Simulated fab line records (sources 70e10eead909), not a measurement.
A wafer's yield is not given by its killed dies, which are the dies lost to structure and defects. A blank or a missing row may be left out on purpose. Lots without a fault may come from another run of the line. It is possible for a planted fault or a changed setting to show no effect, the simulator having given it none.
Chamber matching | flow nand-harc | NHARC_A_WL_FILL_ALD_02 on ald-metal-03 has 4 sister chambers
The step deposits TiN, target thk 2 nm, pulse time 3 s, ald cycles 100. 4 wafers are shown with their chamber, then 11 later ones without.

== EACH WAFER AND ITS CHAMBER ==
wafer  | chamber | heater-power-w (W)
L093.1 | 3       | 1130
L093.2 | 2       | 1113
L093.4 | 0       | 1167
L093.3 | 1       | 1113

== WAFERS WITH NO CHAMBER GIVEN ==
wafer  | heater-power-w (W)
L093.5 | 1137
L093.6 | 1199
L091.3 | 1136
L091.4 | 1206
L091.5 | 1242
L094.2 | 1205
L094.3 | 1100
L094.4 | 1112
L094.1 | 1090
L094.5 | 1090
L094.6 | 1112

== EACH ONE'S CHAMBER ==
wafer  | from the rows above               | in truth
L093.5 | can't be placed: 3 or 1 or 2 or 0 | 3
L093.6 | can't be placed: 0 or 3 or 1 or 2 | 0
L091.3 | can't be placed: 3 or 1 or 2 or 0 | 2
L091.4 | can't be placed: 0 or 3 or 1 or 2 | 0
L091.5 | can't be placed: 0 or 3 or 1 or 2 | 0
L094.2 | can't be placed: 0 or 3 or 1 or 2 | 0
L094.3 | can't be placed: 1 or 2 or 3 or 0 | 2
L094.4 | can't be placed: 1 or 2 or 3 or 0 | 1
L094.1 | can't be placed: 1 or 2 or 3 or 0 | 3
L094.5 | can't be placed: 1 or 2 or 3 or 0 | 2
L094.6 | can't be placed: 1 or 2 or 3 or 0 | 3
Correctly placed: 0 of 11. From these rows, 11 cannot be placed; in 11 the true chamber is one of the candidates. Number placed wrongly: 0.
How it was worked out, from the rows above alone: a wafer's distance from a chamber is the root of the sum, over the readings, of the square of ((its reading less the chamber's mean) divided by the reading's scatter). If the next closest chamber is less than 2 further off than the closest, the wafer can't be placed; otherwise it belongs to the closest. Each chamber's mean is taken over the wafers shown for it. The scatter: root of mean squared gap, hidden wafer to nearest shown wafer, with one shown wafer a chamber.
